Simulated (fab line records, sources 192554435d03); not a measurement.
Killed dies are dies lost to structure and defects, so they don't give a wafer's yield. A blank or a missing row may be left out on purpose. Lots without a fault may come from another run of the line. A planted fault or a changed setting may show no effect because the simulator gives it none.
Which tool did it? | flow n5_finfet | 9 lots, 27 wafers sampled, at 4 steps of a route of 1938

WHAT THE GAUGES READ, wafer by wafer
N5_FIN_SAQP_OCD_MEAS_76.
lot  | measured    | on     | trench_depth_nm (nm)
L315 | day 2 03:03 | ocd-01 | 119.9 119.3 119.9
L318 | day 2 20:19 | ocd-02 | 120.0 119.9 121.1
L324 | day 4 09:56 | ocd-02 | 120.6 119.9 120.5
L326 | day 4 20:15 | ocd-02 | 0.4 0.4 0
L327 | day 5 03:01 | ocd-02 | 0.1 0 0
L328 | day 5 08:50 | ocd-02 | 121.0 120.7 123.9
L336 | day 7 08:50 | ocd-02 | 119.6 120.7 118.3
L337 | day 7 14:11 | ocd-02 | 120.2 119.7 120.6
L338 | day 7 19:48 | ocd-01 | 120.2 119.9 120.5

WHICH TOOL RAN EACH LOT (tool, then ch and the chambers of the sampled wafers, then the start)
lot  | N5_FIN_SAQP_MANDREL2_REMOVE_60  | N5_FIN_SAQP_ETCH_34               | N5_FIN_SAQP_FIN_ETCH_36
L315 | rie_si-06 ch 1,3, day 2 02:16   | rie_diel-03 ch 0,2, day 2 02:33   | rie_si-01 ch 0,2, day 2 02:47
L318 | rie_si-01 ch 0,1,2, day 2 19:41 | rie_diel-05 ch 2,3, day 2 19:52   | rie_si-03 ch 0,1,2, day 2 20:05
L324 | rie_si-03 ch 0,1, day 4 09:17   | rie_diel-06 ch 0,2,3, day 4 09:30 | rie_si-03 ch 2,3, day 4 09:43
L326 | rie_si-03 ch 1,2,3, day 4 19:35 | rie_diel-05 ch 0,2,3, day 4 19:49 | rie_si-06 ch 0,1,2, day 4 20:02
L327 | rie_si-01 ch 1,2,3, day 5 02:20 | rie_diel-06 ch 0,1,2, day 5 02:34 | rie_si-06 ch 1,2, day 5 02:47
L328 | rie_si-03 ch 1,2, day 5 08:05   | rie_diel-03 ch 1,2, day 5 08:23   | rie_si-01 ch 0,1,3, day 5 08:35
L336 | rie_si-06 ch 0,1,3, day 7 08:10 | rie_diel-06 ch 0,2,3, day 7 08:23 | rie_si-03 ch 0,2,3, day 7 08:37
L337 | rie_si-01 ch 0,1, day 7 13:32   | rie_diel-03 ch 1,3, day 7 13:45   | rie_si-06 ch 0,2, day 7 13:58
L338 | rie_si-03 ch 1,2,3, day 7 19:08 | rie_diel-05 ch 0,3, day 7 19:22   | rie_si-01 ch 0,2, day 7 19:35
- N5_FIN_SAQP_MANDREL2_REMOVE_60: chemistry HBr/Cl2/O2, target a-Si, stops on SiNx, bt time 10 s.
- N5_FIN_SAQP_ETCH_34: etches SiO2 in C4F6/O2, target depth 45 nm, time 15 s.
- N5_FIN_SAQP_FIN_ETCH_36: etches the open film in HBr/Cl2/O2, target depth 120 nm, time 50.4 s.

THE ANSWER, worked out from the rows above alone
Rule: what is usual is taken from the lots themselves. Put in order of their means at a reading, lots are off if they are a third of the lots or fewer, leave a main group of 4 or more, and stand apart from it by a gap of 3 or more times the standard deviation of the main group's means; of several such gaps the widest counts. A main group whose means are all the same, to the digits that the tables above print for the reading, isn't used. A lot without any number at a reading at which 4 lots or more have one is off too. The other lots that the step has rows for count as sound.
Off: L326, L327, at N5_FIN_SAQP_OCD_MEAS_76 (trench_depth_nm). The main group: mean 120.3 nm, standard deviation 0.7.
A tool fits if, at a process step before that reading, it ran every lot that is off, and no sound lot after the first of them. The gauges at N5_FIN_SAQP_OCD_MEAS_76 are tried like those tools. None of those tried fits.

WHAT THE SIMULATOR HAD PUT IN
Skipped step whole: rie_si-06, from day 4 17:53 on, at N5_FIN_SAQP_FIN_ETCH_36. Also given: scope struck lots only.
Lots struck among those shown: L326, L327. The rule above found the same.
